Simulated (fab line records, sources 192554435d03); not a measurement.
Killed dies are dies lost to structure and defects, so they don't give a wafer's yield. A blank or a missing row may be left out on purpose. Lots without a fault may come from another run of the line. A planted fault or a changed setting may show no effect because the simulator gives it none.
Problem report in the 8D (eight disciplines) form, filled by code | flow n5_finfet | the parts of the form that need people (team, actions taken, sign-off) are left out

1. THE PROBLEM
spin_speed_rpm at N5_BEOL_M8_COAT_59 reads a mean of 1535.7 rpm on 9 wafers of 3 lots; wafers without a fault read 1499.9 rpm with a standard deviation of 0.97. That is +37 standard deviations from the usual mean.
The step: time 60 s, resist thk 100 nm.
First seen on wafer L725.1, day 12 01:52, on litho_track-04. The record holds 36 wafers of 12 lots with a number at this step. Rule for "out", or "out of limits": more than 4 standard deviations from the usual mean. The other wafers with a number count as sound.

2. WHAT IT IS AND WHAT IT IS NOT
question                    | is                     | is not
which readings at this step | spin_speed_rpm         | exhaust_pa
which lots                  | L725, L728, L729       | L715, L717, L718, L719, L733, L734, L735, L736, L738
which wafers of those lots  | all that have a number | -
read on which tools         | litho_track-04         | litho_track-03, litho_track-05
when                        | from day 12 01:52      | up to then (12 sound wafers); but 15 sound wafers of L733, L734, L735, L736, L738 came after

3. SUSPECTS, AND WHAT RULES EACH OUT
Counting: a tool at a process step up to the reading stays a suspect if it ran every lot that is out and no sound lot after the first of them.
- pvd_sputter-03 at N5_BEOL_M8_HM_DEP_02 (deposits TiN, target thk 20 nm): ruled out as a lasting fault. Sound lots L734 ran on it after its first lot that is out, L725 (day 12 01:44).
- litho_track-04 at N5_BEOL_M8_COAT_59 (time 60 s, resist thk 100 nm): ruled out as a lasting fault. Sound lots L738 ran on it after its first lot that is out, L725 (day 12 01:52).
Left after counting: nothing in the record.

4. THE CAUSE (what the simulator had put in)
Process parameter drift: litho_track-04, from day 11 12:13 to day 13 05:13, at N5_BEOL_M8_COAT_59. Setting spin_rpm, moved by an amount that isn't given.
Counting ruled it out, wrongly.

5. THE CHAIN OF EFFECTS, in route order
Each row: a reading whose mean over the struck wafers that have a number lies more than 3 standard deviations from the usual. Only readings for which the record gives a usual standard deviation are gone through. hours: the time from each lot's start at the first step in this table that gives one to its start at this step, as a median over the lots. sigmas: the change in usual standard deviations.
hours | step               | reading        | usual      | on struck wafers | change | sigmas
0     | N5_BEOL_M8_COAT_59 | spin_speed_rpm | 1499.9 rpm | 1535.7           | +35.8  | +37
The process steps in it:
- N5_BEOL_M8_COAT_59: time 60 s, resist thk 100 nm.

6. WHAT WOULD HAVE CAUGHT IT SOONER
In this record the first reading out of limits was taken at day 12 01:52, 14 hours after the fault began at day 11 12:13.
